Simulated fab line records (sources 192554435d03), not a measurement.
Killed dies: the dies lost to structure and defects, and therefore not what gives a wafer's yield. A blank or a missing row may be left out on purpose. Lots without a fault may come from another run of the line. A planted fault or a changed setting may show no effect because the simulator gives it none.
fab line records	flow n5_finfet
[record] lots = 4	wafers = 12	last_day = 16
route steps=1938 shown BEOL_M4@1099 BEOL_M5@1112 BEOL_M9@1446 BEOL_M15@1830 PASSIVATION@1936
lots that met no fault: from a run of the same line without faults
start_h: start of the lot's first displayed wafer, in hours after the record's first day	wait_h: hours from the lot's prior step to this one	" unchanged from the row above	L1.1+2: a single row standing in for several wafers	- no value present, or no start provided	* or withheld: withheld	< > ~ a bound
route shown NAME@n: a module of which the file shows steps, and the number in the route of the first	usual: mean/standard deviation of fault-free wafers	same: alike in all rows	chamber/n: place in a boat	sites: the reading at each site	_std_site: standard deviation of those values	_edge_site: the outer-site mean with the inner-site mean subtracted	radius_mm: for every site, how far away it sits from the centre of the wafer	mask NAME#n: copy n	behind: the tool/chamber that last shaped the wafer	hold: cause of the lot's hold/its duration in hours/its outcome	device: the n, p or np transistor that did not switch	end of line: the tests these same wafers got at the end of their route	a step with no rows: only its recipe	killed: count of dies lost to structure and defects at first sort (not the wafer's yield)	map: the dies of a wafer, with x for killed, . for not killed, _ for no die there
set.NAME: setting as actually run; set.NAME@STEP: the setting as run at that earlier step	model.NAME: the simulator's own value behind a step, which no gauge read
lots at some steps of the route; a table a step, a row a wafer
services: a tool's chamber out of use, with start hour (start_h, from the record's first day; less than 0 if before it), hours out, and reason
[[steps]]
[step N5_BEOL_M4_ANNEAL_95]
[recipe] temp_c = 400	time_s = 240	ambient = vacuum
[step N5_BEOL_M4_SPUTTER_96]
[recipe] material = Cu	target_thk_a = 45	temp_c = -20	chamber_pressure_pa = 0.07	power_w = withheld	time_s = 8.29
[step N5_BEOL_M4_ECD_50]
[recipe] material = Cu	target_thk_a = 3000
[step N5_BEOL_M4_ANNEAL_51]
[recipe] temp_c = 225	time_s = 90	ambient = N2
[step N5_BEOL_M4_CMP_52]
[recipe] stop_on = SiOC	t_overpolish_s = 6.8	down_force_psi = 1	platen_rpm = 50	clearing_platen_down_force_psi = 1.5	clearing_platen_rpm = 50	post_cmp_clean = cu_alkaline	target_thk_nm = 40	clearing_platen_pad_velocity_m_s = 0.99484	pad_velocity_m_s = 0.99484
[step N5_BEOL_M4_PRE_CLEAN_60]
[recipe] gas = NH3/H2	time_s = 15	temp_c = *	rf_power_w = 300
[step N5_BEOL_M4_CO_CAP_55]
[recipe] material = Co	target_thk_a = 20	temp_c = 200	precursor = CCTBA/H2	pressure_torr = 30	time_s = 102.1
[step N5_BEOL_M4_PRE_CLEAN_56]
[recipe] gas = NH3	time_s = 15	temp_c = withheld	rf_power_w = 300
[step N5_BEOL_M4_DEP_57]
[recipe] material = SiCN	target_thk_a = 80	temp_c = withheld	precursor = 3MS/NH3	pressure_torr = 3	rf_w = 202	time_s = 14
[step N5_BEOL_M4_RC_MEAS_101]
[usual] DIBL_N = 36.5/1.4	DIBL_P = 36.9/1.7	IOFF_N = 0.163/0.023	IOFF_P = 0.22/0.032	ION_N = 673/9	ION_P = 462/7.5	SS_N = 71.6/0.54	SS_P = 73.4/0.62	VT_N = 249.8/2.8	VT_P = -250/3.5
lot.wafer	tool	chamber	start_h	wait_h	DIBL_N[mV/V]	DIBL_P[mV/V]	IOFF_N[nA/um]	IOFF_P[nA/um]	ION_N[uA/um]	ION_P[uA/um]	SS_N[mV/dec]	SS_P[mV/dec]	VT_N[mV]	VT_P[mV]
L355.1	prober-01	0	188.00	0.0	36.7	35.4	0.156	0.24	675	472	72.0	73.0	249.7	-245
L355.5	"	0	"	"	35.1	34.0	0.132	0.23	671	469	71.3	72.5	254.2	-244
L355.6	"	0	"	"	37.3	36.6	0.178	0.28	685	480	71.7	73.7	246.4	-240
L363.2	prober-02	0	245.77	0.2	35.2	34.9	0.137	0.19	676	460	70.7	72.8	252.8	-253
L363.3	"	0	"	"	35.3	34.9	0.141	0.20	666	461	70.8	72.9	253.7	-248
L363.4	"	0	"	"	36.9	37.8	0.178	0.24	680	467	71.6	73.4	248.0	-251
L362.1	prober-02	0	246.76	0.0	37.3	38.7	0.190	0.22	684	462	72.1	73.4	245.6	-252
L362.5	"	0	"	"	38.1	39.3	0.207	0.24	676	450	72.2	74.1	245.3	-251
L362.6	"	0	"	"	37.2	38.3	0.183	0.21	676	451	72.1	73.3	247.5	-253
L369.1	prober-01	0	280.47	0.0	38.4	39.5	0.175	0.22	669	457	71.6	73.4	250.4	-252
L369.3	"	0	"	"	37.9	38.7	0.160	0.21	679	459	71.1	74.2	252.6	-254
L369.5	"	0	"	"	38.2	38.7	0.171	0.20	676	460	71.0	73.8	251.4	-254
[step N5_BEOL_M5_ILD_DEP_00]
[recipe] material = SiCOH_lowk	target_thk_a = 1406.4	temp_c = 300	precursor = DEMS/porogen	pressure_torr = 5	rf_w = 500	time_s = 25.9
[step N5_BEOL_M5_CURE_79]
[recipe] temp_c = 385	time_s = 240	ambient = He/Ar	material = SiCOH_lowk
[step N5_BEOL_M5_PECVD_70]
[recipe] material = SiO2	target_thk_a = 160	temp_c = 400	precursor = TEOS/O2	pressure_torr = 5.5	rf_w = 450	teos_flow_sccm = 53.8	gas = O2	flow_sccm = 3000	time_s = 18
[step N5_BEOL_M5_HM_DEP_02]
[recipe] material = TiN	target_thk_a = 200	temp_c = 25	chamber_pressure_pa = 0.49996
[step N5_BEOL_M5_COAT_59]
[recipe] resist = SOC	temp_c = 250	time_s = 60	spin_rpm = 1500	resist_thk_nm = 60
[step N5_BEOL_M5_COAT_60]
[recipe] resist = SiARC	temp_c = 220	time_s = 60	spin_rpm = 1500	resist_thk_nm = 12
[step N5_BEOL_M5_COAT_71]
[recipe] resist = underlayer	temp_c = 205	time_s = 60	spin_rpm = 1500	resist_thk_nm = 5
[step N5_BEOL_M5_COAT_05]
[recipe] resist = CAR-EUV	spin_rpm = 1500	resist_thk_nm = 30
[step N5_BEOL_M5_EBR_07]
[recipe] solvent = PGMEA	ebr_width_mm = 1.5
[step N5_BEOL_M5_SOFTBAKE_06]
[recipe] temp_c = 110	time_s = 60	resist = CAR-EUV
[step N5_BEOL_M5_EXPOSE_08]
[recipe] mask_id = M5	na = 0.33	source_shape = annular	sigma_inner = 0.4	sigma_outer = 0.8	polarization = unpolarized	target_cd_nm = 28	dose_mj = 35.75
[step N5_BEOL_M5_PEB_09]
[recipe] peb_temp_c = 100	peb_time_s = 60	resist = CAR-EUV
[step N5_BEOL_M5_DEVELOP_10]
[recipe] develop_time_s = 30	developer = TMAH	resist = CAR-EUV	rinse_liquid = surfactant_rinse	dry = air_spin	dev_temp_c = 23
[step N5_BEOL_M5_DESCUM_16]
[recipe] chemistry = O2	time_s = 7	source_power_w = 50	bias_power_w = 20	pressure_mtorr = 20	rf_frequency_hz = 2.712e+07	temp_c = 40	resist = CAR-EUV	o2_flow_sccm = 225
[step N5_BEOL_M5_ETCH_72]
[recipe] chemistry = N2/H2	target = underlayer	target_depth_a = 65	mask_material = CAR-EUV	time_s = 5.2	ion_energy_ev = 200	pressure_mtorr = 30	source_w = 840	bias_w = 150	n2_flow_sccm = 200	h2_flow_sccm = 200	ends = cleared
[step N5_BEOL_M5_ETCH_61]
[recipe] chemistry = CF4	target = SiARC	target_depth_a = 156	mask_material = CAR-EUV	time_s = 26	ion_energy_ev = 80	pressure_mtorr = 40	source_w = 545	bias_w = 36	Ar_flow_sccm = 100	cf4_flow_sccm = 100	ends = cleared
[step N5_BEOL_M5_ETCH_62]
[recipe] chemistry = N2/H2	target = SOC	target_depth_a = 750	overetch_a = 150	mask_material = SiARC	temp_c = 40	time_s = 112.5	ion_energy_ev = 200	pressure_mtorr = 30	source_w = 840	bias_w = 150	n2_flow_sccm = 200	h2_flow_sccm = 200
[step N5_BEOL_M5_STRIP_63]
[recipe] chemistry = N2/H2	temp_c = 40	n2_flow_sccm = 200	h2_flow_sccm = 200	rf_frequency_hz = 6e+07
[step N5_BEOL_M5_STRIP_73]
[recipe] chemistry = N2/H2	temp_c = 40	n2_flow_sccm = 200	h2_flow_sccm = 200	rf_frequency_hz = 6e+07
[step N5_BEOL_M5_STRIP_64]
[recipe] chemistry = CF4	resist = SiARC	power_w = 300	bias_power_w = 75	pressure_mtorr = 50	cf4_flow_sccm = 150	rf_frequency_hz = 6e+07
[step N5_BEOL_M5_HM_OPEN_17]
[recipe] chemistry = Cl2/BCl3	target_depth_a = 200	overetch_a = 60	target = TiN	mask_material = SOC	ion_energy_ev = 150	pressure_mtorr = 10	icp_w = 1000	bias_w = 126	Cl2_flow_sccm = 53.25	bcl3_flow_sccm = 21.75	Ar_flow_sccm = 25
[step N5_BEOL_M5_STRIP_19]
[recipe] chemistry = O2	power_w = 400	temp_c = 40	pressure_mtorr = 30	rf_frequency_hz = 6e+07	bias_power_w = 0	overash_fraction = 0.2	o2_flow_sccm = 225
[step N5_BEOL_M5_COAT_65]
[recipe] resist = SOC	temp_c = 250	time_s = 60	spin_rpm = 1500	resist_thk_nm = 60
[step N5_BEOL_M5_COAT_66]
[recipe] resist = SiARC	temp_c = 220	time_s = 60	spin_rpm = 1500	resist_thk_nm = 12
[step N5_BEOL_M9_TRENCH_ETCH_37]
[recipe] chemistry = C4F6/O2	target_depth_a = 1514.3	target = SiCOH_lowk	time_s = 49	ion_energy_ev = 250	pressure_mtorr = 30	source_w = 345	bias_w = 185	Ar_flow_sccm = 300	C4F6_flow_sccm = 10	O2_flow_sccm = 10
[usual] bias_w = 185.1/0.51	drypump_motor_current_A = 5.4/0.5	oes_ar_750_au = 0.75/0.063	oes_product_au = 0.75/0.066	rf_vpp_V = 663/8	showerhead_plenum_p_Torr = 2.81/0.12	throttle_valve_pct = 20.92/0.24
lot.wafer	tool	chamber	start_h	wait_h	bias_w	drypump_motor_current_A	oes_ar_750_au	oes_product_au	rf_hours_counter_h	rf_vpp_V	showerhead_plenum_p_Torr	throttle_valve_pct	model.BEOL_M9.feature_depth_nm	model.etch.depth_nm	model.TiN_of_BEOL_M9_HM_DEP_02.thk_nm
L355.1	rie_diel-02	1	231.41	-	185.3	6.3	0.77	0.76	164	657	2.72	20.72	152	152	15.8
L355.5	"	2	"	"	184.5	5.1	0.74	0.73	-	661	2.72	20.86	150.6	150.7	15.6
L355.6	"	1	"	"	184.6	6.3	0.77	0.77	-	659	2.72	20.72	151.2	151.1	15.8
L363.2	rie_diel-02	0	288.51	-	185.4	5.3	0.83	0.82	78	669	2.99	20.65	151.2	151.3	16
L363.3	"	1	"	"	184.0	6.3	0.76	0.75	181	658	2.72	20.74	150.6	150.7	15.6
L363.4	"	3	"	"	55.0	5.9	0.70	0.61	172	254	2.84	20.85	108.2	108.1	18.4
L362.1	rie_diel-02	2	290.91	-	185.9	5.1	0.72	0.72	193	661	2.72	20.88	148.8	148.9	16.8
L362.5	"	3	"	"	55.7	5.9	0.69	0.61	-	253	2.84	20.86	107.8	107.8	18.8
L362.6	"	2	"	"	185.7	5.1	0.72	0.72	-	661	2.72	20.89	149.6	149.7	16.4
L369.1	rie_diel-06	0	323.58	-	185.1	5.5	0.70	0.70	203	677	2.83	21.37	148	148.1	16
L369.3	"	1	"	"	185.6	5.0	0.74	0.74	192	652	2.72	21.00	151.2	151.2	16
L369.5	"	3	"	"	185.0	5.6	0.93	0.94	-	671	3.02	20.55	153.6	153.6	15.8
[step N5_BEOL_M9_OCD_MEAS_38]
[usual] trench_depth_nm = 150.3/1.7
lot.wafer	tool	chamber	start_h	wait_h	trench_depth_nm
L355.1	ocd-02	-	231.58	-	151.8
L355.5	"	-	"	"	150.4
L355.6	"	-	"	"	151.5
L363.2	ocd-01	-	288.68	-	151.5
L363.3	"	-	"	"	150.9
L363.4	"	-	"	"	108.5
L362.1	ocd-02	-	291.09	-	148.8
L362.5	"	-	"	"	107.7
L362.6	"	-	"	"	149.5
L369.1	ocd-02	-	323.75	-	148.3
L369.3	"	-	"	"	150.8
L369.5	"	-	"	"	153.6
[step N5_BEOL_M9_CMP_52]
[recipe] stop_on = SiCOH_lowk	t_overpolish_s = 7	down_force_psi = 1	platen_rpm = 50	clearing_platen_down_force_psi = 1.5	clearing_platen_rpm = 50	post_cmp_clean = cu_alkaline	target_thk_nm = 140	clearing_platen_pad_velocity_m_s = 0.99484	pad_velocity_m_s = 0.99484
[usual] motor_current_A = 6.3/0.65	pad_life_wafers = 1002/750
lot.wafer	tool	chamber	start_h	wait_h	motor_current_A	pad_life_wafers	model.Cu_of_BEOL_M9_ECD_50.thk_nm
L355.1	cmp-02	2	234.11	0.3	7.2	1927	139.4
L355.5	"	1	"	"	6.5	-	140
L355.6	"	2	"	"	7.4	-	139.2
L363.3	cmp-02	0	291.00	0.2	5.7	48	139.4
L363.2	"	2	"	"	7.7	50	141
L363.4	"	3	"	"	6.2	51	97.8
L362.1	cmp-02	1	293.46	0.3	6.2	62	138.6
L362.6	"	3	"	"	6.1	-	139.6
L362.5	"	0	"	"	5.9	-	97.6
L369.1	cmp-02	2	326.90	0.3	7.7	360	137.8
L369.3	"	1	"	"	6.1	363	140.8
L369.5	"	2	"	"	7.7	-	142.4
[step N5_BEOL_M9_THK_MEAS_53]
[recipe] thk_meas_gauge = xrf	reads = Cu_of_BEOL_M9_ECD_50
[usual] M9_THK = 139.1/2
lot.wafer	tool	chamber	start_h	wait_h	M9_THK[nm]
L355.1	film_metro-01	-	234.36	-	140.3
L355.5	"	-	"	"	141.2
L355.6	"	-	"	"	139.8
L363.2	film_metro-02	-	291.30	-	141.1
L363.3	"	-	"	"	139.9
L363.4	"	-	"	"	98.0
L362.1	film_metro-01	-	293.68	-	137.7
L362.5	"	-	"	"	97.0
L362.6	"	-	"	"	138.9
L369.1	film_metro-01	-	327.19	-	136.6
L369.3	"	-	"	"	139.8
L369.5	"	-	"	"	141.4
[step N5_BEOL_M9_RS_MEAS_57]
[recipe] thk_meas_gauge = four-point-probe	reads = Cu_of_BEOL_M9_ECD_50+Co_of_BEOL_M9_CVD_78+TaN_of_BEOL_M9_ALD_74
[usual] M9_RS = 0.1518/0.0024
lot.wafer	tool	chamber	start_h	wait_h	M9_RS[ohm/sq]
L355.1	film_metro-01	-	234.50	0.1	0.1515
L355.5	"	-	"	"	0.1508
L355.6	"	-	"	"	0.1519
L363.2	film_metro-02	-	291.43	0.1	0.1493
L363.3	"	-	"	"	0.1511
L363.4	"	-	"	"	0.2250
L362.1	film_metro-02	-	293.82	0.1	0.1523
L362.5	"	-	"	"	0.2255
L362.6	"	-	"	"	0.1513
L369.1	film_metro-02	-	327.33	0.1	0.1532
L369.3	"	-	"	"	0.1496
L369.5	"	-	"	"	0.1476
[step N5_BEOL_M15_RC_MEAS_101]
[usual] COMB_M10 = 1.4e-11/3.2e-12	COMB_M11 = 1.31e-11/2.6e-12	COMB_M12 = 5.3e-12/1.3e-12	COMB_M13 = 3.5e-12/1.1e-12	COMB_M14 = 2.5e-12/9.2e-13	COMB_M15 = 1.4e-12/7.1e-13	COMB_M5 = 3.4e-11/7.9e-12	COMB_M6 = 2.4e-11/5.1e-12	COMB_M7 = 2.3e-11/4.9e-12	COMB_M8 = 2.4e-11/5.6e-12	COMB_M8_max_site = 3.4e-11/8.3e-12	SERP_M10 = 3.02/0.057	SERP_M10_max_site = 3.12/0.068	SERP_M11 = 3.07/0.061	SERP_M12 = 0.638/0.011	SERP_M12_max_site = 0.652/0.013	SERP_M13 = 0.311/0.0054	SERP_M14 = 0.1589/0.0025	SERP_M5 = 39.4/1.5	SERP_M6 = 13.7/0.44	SERP_M7 = 13.8/0.39	SERP_M8 = 13.6/0.43	SERP_M9 = 3.07/0.057	SERP_M9_max_site = 3.17/0.068
lot.wafer	tool	chamber	start_h	wait_h	COMB_M10[S/m]	COMB_M11[S/m]	COMB_M12[S/m]	COMB_M13[S/m]	COMB_M14[S/m]	COMB_M15[S/m]	COMB_M5[S/m]	COMB_M6[S/m]	COMB_M7[S/m]	COMB_M8[S/m]	COMB_M8_max_site[S/m]	SERP_M10[ohm/um]	SERP_M10_max_site[ohm/um]	SERP_M11[ohm/um]	SERP_M12[ohm/um]	SERP_M12_max_site[ohm/um]	SERP_M13[ohm/um]	SERP_M14[ohm/um]	SERP_M5[ohm/um]	SERP_M6[ohm/um]	SERP_M7[ohm/um]	SERP_M8[ohm/um]	SERP_M9[ohm/um]	SERP_M9_max_site[ohm/um]
L355.1	prober-02	0	279.01	0.0	1.2e-11	2.06e-11	4.8e-12	2.6e-12	3.3e-12	1.3e-12	3.5e-11	2.5e-11	2e-11	1.5e-11	2.1e-11	3.05	3.11	3.06	0.617	0.628	0.316	0.1561	42.3	13.5	13.5	13.3	3.01	3.10
L355.5	"	0	"	"	1e-11	1.61e-11	6.7e-12	2.5e-12	4.2e-12	2.7e-12	4.1e-11	2.4e-11	2.1e-11	1.8e-11	2.5e-11	2.98	3.07	3.07	0.630	0.642	0.312	0.1572	40.9	13.7	13.0	13.3	3.03	3.10
L355.6	"	0	"	"	1e-11	1.34e-11	3.2e-12	3.8e-12	3.7e-12	2.1e-12	5.9e-11	2.4e-11	2e-11	2.2e-11	2.8e-11	3.09	3.16	2.98	0.626	0.644	0.316	0.1570	38.7	13.9	13.8	13.7	3.06	3.10
L363.2	prober-02	0	328.40	0.2	1.3e-11	1.84e-11	5.1e-12	4.1e-12	4.4e-12	1.9e-12	3.6e-11	2.7e-11	1.9e-11	2.6e-11	3.8e-11	3.00	3.14	3.02	0.631	0.648	0.300	0.1589	43.9	14.0	13.5	12.9	3.01	3.12
L363.3	"	0	"	"	2.2e-11	1.82e-11	5e-12	4.8e-12	3.4e-12	1.8e-12	3.4e-11	1.7e-11	3e-11	3e-11	3.4e-11	3.12	3.21	3.04	0.632	0.666	0.308	0.1606	39.1	13.8	13.4	13.7	3.07	3.16
L363.4	"	0	"	"	1.2e-11	1.23e-11	5.5e-12	3.7e-12	3.8e-12	1.9e-12	3.6e-11	1.6e-11	2.2e-11	2.7e-11	3.7e-11	3.06	3.15	3.10	0.614	0.635	0.304	0.1572	39.4	14.2	13.5	13.5	4.51	4.62
L362.1	prober-02	0	336.21	0.0	1.2e-11	1.55e-11	6.7e-12	3.1e-12	2e-12	1.3e-12	3.6e-11	2e-11	2.9e-11	3e-11	4e-11	3.02	3.08	3.20	0.641	0.656	0.305	0.1585	38.3	13.1	14.1	13.2	3.11	3.17
L362.5	"	0	"	"	1.4e-11	1.38e-11	7.6e-12	6.3e-12	3.6e-12	2.1e-12	2e-11	2e-11	2.5e-11	3e-11	4.8e-11	2.95	2.99	3.09	0.631	0.650	0.304	0.1578	39.0	13.0	14.1	13.8	4.46	4.69
L362.6	"	0	"	"	1.2e-11	1.29e-11	4.3e-12	2.7e-12	3e-12	2.6e-12	2.7e-11	2.3e-11	2.1e-11	3e-11	4.5e-11	3.03	3.10	3.00	0.634	0.643	0.308	0.1606	38.9	12.7	14.2	13.4	3.07	3.10
L369.1	prober-02	0	364.00	0.0	1.5e-11	1.4e-11	7.8e-12	4.6e-12	2.7e-12	2e-12	2.6e-11	2e-11	2.2e-11	2.2e-11	3e-11	3.02	3.11	3.08	0.628	0.645	0.315	0.1590	38.5	13.4	13.4	13.2	3.11	3.20
L369.3	"	0	"	"	1.9e-11	1.36e-11	6.1e-12	4.2e-12	2.4e-12	2e-12	3.4e-11	2e-11	2.3e-11	2.4e-11	2.9e-11	2.97	3.12	3.15	0.651	0.667	0.312	0.1571	39.6	13.7	12.9	13.3	3.03	3.11
L369.5	"	0	"	"	1.1e-11	1.67e-11	5e-12	3.3e-12	3.1e-12	1.9e-12	2.4e-11	1.6e-11	2.4e-11	1.6e-11	2.4e-11	2.93	3.09	3.05	0.647	0.654	0.312	0.1578	40.2	13.5	13.2	13.6	3.03	3.13
// sites SERP_M9 radius_mm=0,75,75,75,75,140,140,140,140
L355.1 2.95 2.99 3.02 3.00 3.01 3.06 3.10 3.09 3.01
L363.2 2.93 2.93 2.93 2.98 3.01 3.05 3.12 3.04 3.08
L362.1 3.12 3.11 3.17 3.15 3.17 2.96 3.04 2.97 2.99
L369.1 3.06 3.20 3.08 3.11 3.14 3.15 3.02 3.05 3.13
[step N5_PASSIVATION_PROBE_49]
[usual] defect_limited_yield = 91.2/1.4	killed_at_M0_to_M3 = 35/11	killed_at_M4_up = 12/4.2	killed_at_contacts = 13/5.6	killed_at_front_end = 40/12	killed_at_other = 3.3/2.6	killed_dies = 103/17	killed_open = 68/12	killed_short = 34/7.6	sort_bin_5_function = 5.1/0.95	sort_bin_6_memory = 3.3/0.68	sort_bin_8_speed = 0.00/0.007	sort_n_pass = 1077/17
[same] gross_dies = 1180	killed_at_back_side = 0	sort_bin_4_leakage[%] = 0
lot.wafer	tool	chamber	start_h	wait_h	defect_limited_yield[%]	killed_at_M0_to_M3	killed_at_M4_up	killed_at_contacts	killed_at_front_end	killed_at_other	killed_dies	killed_open	killed_short	sort_bin_5_function[%]	sort_bin_6_memory[%]	sort_bin_8_speed[%]	sort_n_pass
L355.1	prober-01	-	298.10	0.0	90.9	43	16	17	31	0	107	67	40	4.2	4.6	0	1073
L355.5	prober-01	-	298.30	0.2	92.0	39	15	12	26	2	94	59	34	4.8	2.8	0	1086
L355.6	prober-01	-	298.35	0.3	91.5	28	15	22	28	7	100	68	29	5.3	2.8	0	1080
L363.2	prober-02	-	339.96	0.1	90.1	46	16	8	45	2	117	77	36	5.2	3.7	0	1063
L363.3	prober-02	-	340.01	0.1	90.7	32	18	12	45	3	110	61	44	5.7	3.0	0	1070
L363.4	prober-02	-	340.06	0.2	90.6	44	14	18	30	5	111	67	39	5.3	3.3	0.34	1069
L362.1	prober-01	-	351.10	0.0	92.0	23	12	2	51	6	94	62	32	5.2	2.5	0	1086
L362.5	prober-01	-	351.30	0.2	90.0	42	16	4	51	5	118	71	42	6.2	3.1	0.34	1062
L362.6	prober-01	-	351.35	0.3	89.8	35	13	5	57	10	120	78	42	6.2	3.6	0	1060
L369.1	prober-01	-	379.25	0.0	92.2	43	16	4	23	6	92	59	32	4.4	3.1	0	1088
L369.3	prober-01	-	379.35	0.1	91.4	29	16	8	45	3	101	71	29	5.5	2.8	0	1079
L369.5	prober-01	-	379.45	0.2	91.4	29	12	7	51	2	101	76	23	5.5	3.0	0	1079
// killed by level:class
L355.1 MOL_CONTACT_COAG:geometric_particle:open=11 BEOL_M0_SAQP:geometric_particle:short=10 BEOL_M2:geometric_particle:open=10 BEOL_M3:geometric_particle:open=10 BEOL_M1:geometric_particle:open=8 BEOL_M4:geometric_particle:open=7 FIN_SAQP:geometric_particle:short=6 MOL_CONTACT_COAG:geometric_particle:short=6
L355.5 BEOL_M0_SAQP:geometric_particle:short=11 STI_FIN_REVEAL:geometric_particle:open=8 MOL_CONTACT_COAG:geometric_particle:open=7 BEOL_M2:geometric_particle:open=7 BEOL_M0_SAQP:geometric_particle:open=6 BEOL_M1:geometric_particle:open=6 FIN_SAQP:geometric_particle:open=5 MOL_CONTACT_COAG:geometric_particle:short=5
L355.6 MOL_CONTACT_COAG:geometric_particle:open=18 BEOL_M0_SAQP:geometric_particle:short=8 FIN_SAQP:geometric_particle:open=7 BEOL_M2:geometric_particle:open=6 BEOL_M4:geometric_particle:short=5 ILD0:geometric_particle:open=4 MOL_CONTACT_COAG:geometric_particle:short=4 BEOL_M3:geometric_particle:open=4
L363.2 STI_FIN_REVEAL:geometric_particle:open=12 BEOL_M2:geometric_particle:open=12 BEOL_M1:geometric_particle:open=9 BEOL_M4:geometric_particle:open=9 MOL_CONTACT_COAG:geometric_particle:open=7 BEOL_M0_SAQP:geometric_particle:short=7 BEOL_M0_SAQP:geometric_particle:open=7 FIN_SAQP:geometric_particle:open=6
L363.3 BEOL_M0_SAQP:geometric_particle:short=10 MOL_CONTACT_COAG:geometric_particle:open=9 STI_FIN_REVEAL:geometric_particle:open=8 ILD0:geometric_particle:short=6 BEOL_M5:geometric_particle:open=6 DUMMY_GATE:geometric_particle:open=5 GATE_CUT:geometric_particle:short=5 BEOL_M0_SAQP:geometric_particle:open=5
L363.4 BEOL_M0_SAQP:geometric_particle:short=20 MOL_CONTACT_COAG:geometric_particle:open=17 BEOL_M0_SAQP:geometric_particle:open=9 BEOL_M3:geometric_particle:open=8 STI_FIN_REVEAL:geometric_particle:open=5 ILD0:geometric_particle:short=5 GATE_CUT:geometric_particle:short=5 DUMMY_GATE:geometric_particle:open=4
L362.1 FIN_SAQP:geometric_particle:open=10 FIN_SAQP:geometric_particle:short=10 BEOL_M0_SAQP:geometric_particle:open=10 GATE_CUT:geometric_particle:short=8 BEOL_M4:geometric_particle:open=8 STI_FIN_REVEAL:geometric_particle:open=6 GATE_CUT:geometric_particle:open=6 MIM_BOT:geometric_particle:short=3
L362.5 FIN_SAQP:geometric_particle:short=14 FIN_SAQP:geometric_particle:open=11 STI_FIN_REVEAL:geometric_particle:open=11 BEOL_M2:geometric_particle:open=10 BEOL_M0_SAQP:geometric_particle:open=6 BEOL_M0_SAQP:geometric_particle:short=6 BEOL_M4:geometric_particle:open=6 BEOL_M3:geometric_particle:open=6
L362.6 FIN_SAQP:geometric_particle:open=15 STI_FIN_REVEAL:geometric_particle:open=13 FIN_SAQP:geometric_particle:short=11 BEOL_M2:geometric_particle:open=10 BEOL_M4:geometric_particle:open=9 BEOL_M1:geometric_particle:open=8 BEOL_M0_SAQP:geometric_particle:short=6 BEOL_M2:geometric_particle:short=6
L369.1 BEOL_M0_SAQP:geometric_particle:open=15 BEOL_M0_SAQP:geometric_particle:short=14 STI_FIN_REVEAL:geometric_particle:open=8 BEOL_M4:geometric_particle:open=8 BEOL_M3:geometric_particle:open=5 STARTING-WAFER:geometric_particle:open=4 FIN_SAQP:geometric_particle:short=3 MOL_CONTACT_COAG:geometric_particle:open=3
L369.3 STI_FIN_REVEAL:geometric_particle:open=17 DUMMY_GATE:geometric_particle:open=8 BEOL_M2:geometric_particle:open=8 MOL_CONTACT_COAG:geometric_particle:open=7 BEOL_M1:geometric_particle:open=6 BEOL_M3:geometric_particle:open=6 STI_FIN_REVEAL:geometric_particle:short=4 GATE_CUT:geometric_particle:short=4
L369.5 STI_FIN_REVEAL:geometric_particle:open=16 BEOL_M2:geometric_particle:open=10 FIN_SAQP:geometric_particle:open=6 DUMMY_GATE:geometric_particle:open=6 GATE_CUT:geometric_particle:short=6 MOL_CONTACT_COAG:geometric_particle:open=6 BEOL_M1:geometric_particle:open=6 BEOL_M3:geometric_particle:open=5
// map L362.6 (x killed, . not)
_________________.......x....________________
______________..x..........x...._____________
___________........x...............__________
__________........x....x..........x._________
________.............x................_______
_______...............................x______
______.x..............x.xx.............._____
_____...........................x.x.x...x____
____......x......x...x....x............x..___
___.......x.x..x...........................__
___.........x............x.................__
__.........................x.........x..x..._
__.....................x............x....x.._
_..x...............x...................x.....
_.......x....x..................x............
_...x........xx.........x....x..x............
_.x....x....x.....xx.............x.....xx....
_............x..x...xx..x.........x...x......
_.........x....x.....x.x.x.......x........x..
_..x.........x.x..x......x...................
_..xx................x..................x....
__...............xx........xx..............._
__...x......................................_
___x.......................x.........xx....__
___......x..........x.........x......xx....__
____..................x..x....x..........x___
_____.x..x.........x..x......x......x....____
______.xx..xxx......x.............x....._____
_______.....x...x.........x............______
________....x....x.......x.........x.x_______
__________.....x.................x.._________
___________...............x........__________
______________...........x......_____________
_________________..........x.________________
// map L363.2 (x killed, . not)
_________________............________________
______________xx.............xx._____________
___________..........xx.x..........__________
__________..x.....x...x.....x......._________
________............x...............x._______
_______...x......x.....xx...x..x...x...______
______............................x....._____
_____..................xx...........x....____
____..........xx..............x......xx...___
___x....x................x..x...........x..__
___.........x........x..........x.....x....__
__..............................x..x........_
__........x.....................x.......x..._
_xx...x.x.............x.............x....x...
_...........................xx...xx.xx.......
_.......x...x..........x....x................
_.................x..............x....x......
_............x............x.............x....
_...x.x..................x.................x.
_................................xx.......x..
_.............x..........................x...
__...x.........x.......x...................x_
__.x....................x..................._
___.x..x.....x..................xx......x..__
___...........................x..x...x.....__
____.......x..x.....x...............x.....___
_____....x...............................____
______..x............................x.._____
_______..x...........xx...............x______
________.......x...........xx.x......._______
__________xx............x.....x.x..x_________
___________.....x..x...........x...__________
______________.................x_____________
_________________.x.....x....________________
[[services]]
tool	chamber	start_h	hours	kind
cmp-02	-	238.10	4.6	pm
rie_diel-06	3	247.21	-	clean
rie_diel-06	3	247.21	-	consumable_replace:focus_ring
rie_diel-06	3	247.21	-	consumable_replace:showerhead
rie_diel-06	3	247.21	23.3	scheduled_down
rie_diel-06	3	247.21	23.3	vent_cycle
cmp-02	-	252.18	7.7	pm
cmp-02	-	280.94	4.0	pm
cmp-02	-	284.94	-	consumable_replace:conditioner
cmp-02	-	284.94	-	consumable_replace:pad
rie_diel-02	3	292.71	8.2	repair
rie_diel-02	2	316.58	4.0	repair
[[key]]
[first_sign] step = N5_BEOL_M9_TRENCH_ETCH_37	reading = bias_w	direction = down	sigmas = 99+	usual = *	struck = *
[effect] step = N5_BEOL_M9_TRENCH_ETCH_37	reading = rf_vpp_V	direction = down	sigmas = 51	usual = 663	struck = 253
[effect] step = N5_BEOL_M9_OCD_MEAS_38	reading = trench_depth_nm	direction = down	sigmas = 25	usual = 150.3	struck = 108.1
[effect] step = N5_BEOL_M9_THK_MEAS_53	reading = M9_THK	direction = down	sigmas = 21	usual = 139.1	struck = 97.5
[effect] step = N5_BEOL_M9_RS_MEAS_57	reading = M9_RS	direction = up	sigmas = 31	usual = 0.1518	struck = 0.2252
[effect] step = N5_BEOL_M15_RC_MEAS_101	reading = SERP_M9	direction = up	sigmas = 25	usual = 3.07	struck = 4.48
[effect] step = N5_PASSIVATION_PROBE_49	reading = sort_bin_8_speed	direction = up	sigmas = 4	usual = 0.00	struck = 0.34
[model_effect] step = N5_BEOL_M9_TRENCH_ETCH_37	value = BEOL_M9.feature_depth_nm	without = 151	struck = 108
[model_effect] step = N5_BEOL_M9_CMP_52	value = Cu_of_BEOL_M9_ECD_50.thk_nm	without = 140.7	struck = 97.7
met_at N5_BEOL_M9_TRENCH_ETCH_37
struck_wafers L362.5,L363.4
[fault] kind = process_parameter_drift	tool = rie_diel-02	chamber = 3	onset_h = 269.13	steps = N5_BEOL_M9_TRENCH_ETCH_37	channel = bias_w	offset = *	shape = step	end_h = 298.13	acts_in = *	stated = *
